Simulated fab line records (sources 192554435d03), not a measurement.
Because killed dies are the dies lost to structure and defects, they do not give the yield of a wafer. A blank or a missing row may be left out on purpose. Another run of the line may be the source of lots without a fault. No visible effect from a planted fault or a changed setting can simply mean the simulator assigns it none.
Lot-split experiment	flow n5-finfet	39 wafers read from 7 lots, route of 1938 steps

THE SPLIT
At N5_BEOL_M5_DEP_56 (deposits SiCN from 3MS/NH3, target thk 8 nm, time 14 s), the setting time-s was moved away from the recipe's 14 s on 15 of the 39 wafers read, by -34.3% to +58.5%. The other wafers ran this setting at the recipe's value.

The reading comes from the split's own step.

THE READING
SiCN_of_BEOL_M5_DEP_56.thk-nm (the simulator's own value, which no gauge read), in nm, at N5_BEOL_M5_DEP_56 (deposits SiCN from 3MS/NH3, target thk 8 nm, time 14 s). The file does not state a usual value for it. The 24 wafers here that ran the recipe average 7.9 nm, standard deviation 0.16 nm.

wafer	tool, chamber at the split	time-s as run, s	against the recipe	SiCN_of_BEOL_M5_DEP_56.thk-nm, nm	against lot-mates on the recipe
L076.1	pecvd-02, 2	9.202	-34.3%	5.2	-2.7
L076.4	pecvd-02, 2	9.202	-34.3%	5.2	-2.7
L076.2	pecvd-02, 0	14	recipe	8	-
L076.5	pecvd-02, 0	14	recipe	8	-
L076.3	pecvd-02, 1	14	recipe	7.8	-
L076.6	pecvd-02, 1	9.202	-34.3%	5	-2.9
L077.1	pecvd-02, 0	18.65	+33.2%	10.6	+2.7
L077.5	pecvd-02, 0	18.65	+33.2%	10.6	+2.7
L077.2	pecvd-02, 1	14	recipe	8	-
L077.3	pecvd-02, 2	14	recipe	7.8	-
L077.4	pecvd-02, 2	14	recipe	7.8	-
L077.6	pecvd-02, 1	18.65	+33.2%	10.8	+2.9
L079.1	pecvd-04, 0	14	recipe	7.8	-
L079.3	pecvd-04, 0	14	recipe	7.8	-
L079.2	pecvd-04, 1,1,0	14	recipe	8	-
L079.4	pecvd-04, 1,1,0	14	recipe	8	-
L079.6	pecvd-04, 1,1,0	14	recipe	8	-
L079.5	pecvd-04, 1	14	recipe	8.2	-
L080.1	pecvd-04, 1,0	14	recipe	7.8	-
L080.6	pecvd-04, 1,0	14	recipe	7.8	-
L080.2	pecvd-04, 0	19.26	+37.6%	10.8	+2.9
L080.3	pecvd-04, 0	19.26	+37.6%	10.8	+2.9
L080.4	pecvd-04, 1	14	recipe	8.2	-
L080.5	pecvd-04, 1	19.26	+37.6%	11.2	+3.3
L085.1	pecvd-04, 1	14	recipe	8	-
L085.2	pecvd-04, 2	16.87	+20.5%	9.2	+1.3
L085.3	pecvd-04, 2	14	recipe	7.6	-
L085.4	pecvd-04, 1	14	recipe	8.2	-
L085.5	pecvd-04, 2	16.87	+20.5%	9.6	+1.7
L085.6	pecvd-04, 1	16.87	+20.5%	9.8	+1.9
L086.1	pecvd-03, 0	14	recipe	7.8	-
L086.2	pecvd-03, 1,2	22.19	+58.5%	12.6	+4.6
L086.5	pecvd-03, 1,2	22.19	+58.5%	12.6	+4.6
L086.3	pecvd-03, 2	22.19	+58.5%	12.2	+4.2
L086.4	pecvd-03, 1	14	recipe	8.2	-
L086.6	pecvd-03, 0	14	recipe	8	-
L094.2	pecvd-03, 2	14	recipe	7.8	-
L094.5	pecvd-03, 2	14	recipe	7.8	-
L094.4	pecvd-03, 1	14	recipe	8	-
Rows listing several chambers each stand for several wafers; the file does not say which wafer went through which chamber.

FIT RESULTS
A straight line over all 39 wafers: SiCN_of_BEOL_M5_DEP_56.thk-nm changes by +0.0795 nm for each +1% of time-s; r = +1.00; the points scatter about the line by 0.18 nm.
The same after taking each lot's own level away (the mean of its wafers on the recipe; 39 wafers): +0.0792 nm for each +1%; r = +1.00; scatter 0.18 nm.
According to that fit, moving time-s by its largest amount changes the reading by 4.6 nm.
The span of the lots' own levels, 7.87 to 8.00 nm, comes to 0.8 times the standard deviation stated above.
Hence the lot-to-lot level has little effect on the slope; both slopes agree.
Check: +4.63 nm against its lot-mates is what the line predicts for one of the wafers moved furthest among these (+58.5%) when that wafer is left out of the fit. It came out at +4.6 nm against them.

OTHER SPLITS APPLIED TO THESE WAFERS
Note: prior to the reading, these wafers also went through further splits. Each is held against what the fit with the lots' levels taken away leaves over:
other split on the same wafers	wafers away from the commonest value	r with SiCN_of_BEOL_M5_DEP_56.thk-nm (lot level and that fit taken away)
N5_BEOL_M4_ILD_DEP_00 time-s	15	-0.12

FILE'S OWN FIT
SiCN_of_BEOL_M5_DEP_56.thk-nm changes by +0.0791 nm for each +1% of time-s, r = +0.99.
